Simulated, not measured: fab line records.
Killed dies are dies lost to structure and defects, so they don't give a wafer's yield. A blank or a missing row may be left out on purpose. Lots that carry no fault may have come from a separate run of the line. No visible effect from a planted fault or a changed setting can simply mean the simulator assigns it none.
Chamber matching || flow n5 finfet || N5_STI_FIN_REVEAL_STRIP_24 on rie diel-04: 4 sister chambers
The step strips in N2/H2, time 90 s. 18 wafers are shown with their chamber, then 9 later ones without.

## WAFERS WITH THEIR CHAMBER
{"wafer": "L076.2", "chamber": 0, "drypump motor current A (A)": 6.3, "throttle valve pct (%)": 11.55, "showerhead plenum p Torr (Torr)": 3.45}
{"wafer": "L076.3", "chamber": 1, "drypump motor current A (A)": 5.5, "throttle valve pct (%)": 12.32, "showerhead plenum p Torr (Torr)": 3.37}
{"wafer": "L076.6", "chamber": 1, "drypump motor current A (A)": 5.5, "throttle valve pct (%)": 12.33, "showerhead plenum p Torr (Torr)": 3.37}
{"wafer": "L078.1", "chamber": 2, "drypump motor current A (A)": 5.2, "throttle valve pct (%)": 11.77, "showerhead plenum p Torr (Torr)": 3.44}
{"wafer": "L078.3", "chamber": 1, "drypump motor current A (A)": 5.5, "throttle valve pct (%)": 12.34, "showerhead plenum p Torr (Torr)": 3.37}
{"wafer": "L078.5", "chamber": 3, "drypump motor current A (A)": 5.5, "throttle valve pct (%)": 12.11, "showerhead plenum p Torr (Torr)": 3.42}
{"wafer": "L079.1", "chamber": 2, "drypump motor current A (A)": 5.1, "throttle valve pct (%)": 11.77, "showerhead plenum p Torr (Torr)": 3.44}
{"wafer": "L079.5", "chamber": 3, "drypump motor current A (A)": 5.5, "throttle valve pct (%)": 12.11, "showerhead plenum p Torr (Torr)": 3.42}
{"wafer": "L079.6", "chamber": 2, "drypump motor current A (A)": 5.2, "throttle valve pct (%)": 11.77, "showerhead plenum p Torr (Torr)": 3.44}
{"wafer": "L086.2", "chamber": 0, "drypump motor current A (A)": 6.3, "throttle valve pct (%)": 11.61, "showerhead plenum p Torr (Torr)": 3.44}
{"wafer": "L086.3", "chamber": 3, "drypump motor current A (A)": 5.5, "throttle valve pct (%)": 12.16, "showerhead plenum p Torr (Torr)": 3.41}
{"wafer": "L086.5", "chamber": 3, "drypump motor current A (A)": 5.5, "throttle valve pct (%)": 12.15, "showerhead plenum p Torr (Torr)": 3.41}
{"wafer": "L090.2", "chamber": 2, "drypump motor current A (A)": 5.2, "throttle valve pct (%)": 11.81, "showerhead plenum p Torr (Torr)": 3.43}
{"wafer": "L090.5", "chamber": 2, "drypump motor current A (A)": 5.2, "throttle valve pct (%)": 11.83, "showerhead plenum p Torr (Torr)": 3.43}
{"wafer": "L090.6", "chamber": 3, "drypump motor current A (A)": 5.5, "throttle valve pct (%)": 12.19, "showerhead plenum p Torr (Torr)": 3.40}
{"wafer": "L091.2", "chamber": 2, "drypump motor current A (A)": 5.2, "throttle valve pct (%)": 11.83, "showerhead plenum p Torr (Torr)": 3.43}
{"wafer": "L091.5", "chamber": 1, "drypump motor current A (A)": 5.5, "throttle valve pct (%)": 12.38, "showerhead plenum p Torr (Torr)": 3.36}
{"wafer": "L091.6", "chamber": 0, "drypump motor current A (A)": 6.2, "throttle valve pct (%)": 11.64, "showerhead plenum p Torr (Torr)": 3.43}

SIGNATURES, as means of the wafers listed above
{"reading": "drypump motor current A", "chamber 0": 6.267, "chamber 1": 5.500, "chamber 2": 5.183, "chamber 3": 5.500, "scatter within a chamber": 0.0327}
{"reading": "throttle valve pct", "chamber 0": 11.6000, "chamber 1": 12.3425, "chamber 2": 11.7967, "chamber 3": 12.1440, "scatter within a chamber": 0.0333}
{"reading": "showerhead plenum p Torr", "chamber 0": 3.4400, "chamber 1": 3.3675, "chamber 2": 3.4350, "chamber 3": 3.4120, "scatter within a chamber": 0.0071}
Rule: for a wafer and a chamber, the distance is found by dividing, reading by reading, the gap between the wafer's reading and the chamber's mean by the reading's scatter, squaring, summing and taking the root. The wafer belongs to the nearest chamber; if the next one is less than 2 further off, it can't be placed. The scatter: the root of (the sum of the squares of (reading less its chamber's mean) over the shown wafers, divided by (wafers less chambers)).

## WAFERS WITHOUT THEIR CHAMBER
{"wafer": "L095.1", "drypump motor current A (A)": 5.5, "throttle valve pct (%)": 12.21, "showerhead plenum p Torr (Torr)": 3.40}
{"wafer": "L095.2", "drypump motor current A (A)": 5.5, "throttle valve pct (%)": 12.42, "showerhead plenum p Torr (Torr)": 3.35}
{"wafer": "L095.4", "drypump motor current A (A)": 5.2, "throttle valve pct (%)": 11.85, "showerhead plenum p Torr (Torr)": 3.42}
{"wafer": "L096.2", "drypump motor current A (A)": 5.5, "throttle valve pct (%)": 12.42, "showerhead plenum p Torr (Torr)": 3.35}
{"wafer": "L096.4", "drypump motor current A (A)": 6.3, "throttle valve pct (%)": 11.68, "showerhead plenum p Torr (Torr)": 3.43}
{"wafer": "L096.5", "drypump motor current A (A)": 5.1, "throttle valve pct (%)": 11.85, "showerhead plenum p Torr (Torr)": 3.42}
{"wafer": "L097.1", "drypump motor current A (A)": 5.2, "throttle valve pct (%)": 11.86, "showerhead plenum p Torr (Torr)": 3.42}
{"wafer": "L097.2", "drypump motor current A (A)": 5.5, "throttle valve pct (%)": 12.41, "showerhead plenum p Torr (Torr)": 3.35}
{"wafer": "L097.5", "drypump motor current A (A)": 5.2, "throttle valve pct (%)": 11.85, "showerhead plenum p Torr (Torr)": 3.42}

## EACH ONE'S CHAMBER
{"wafer": "L095.1", "from the rows above": 3, "in truth": 3}
{"wafer": "L095.2", "from the rows above": 1, "in truth": 1}
{"wafer": "L095.4", "from the rows above": 2, "in truth": 2}
{"wafer": "L096.2", "from the rows above": 1, "in truth": 1}
{"wafer": "L096.4", "from the rows above": 0, "in truth": 0}
{"wafer": "L096.5", "from the rows above": 2, "in truth": 2}
{"wafer": "L097.1", "from the rows above": 2, "in truth": 2}
{"wafer": "L097.2", "from the rows above": 1, "in truth": 1}
{"wafer": "L097.5", "from the rows above": 2, "in truth": 2}
9 of 9 placed correctly. Number that these rows cannot place: 0. 0 placed wrongly.
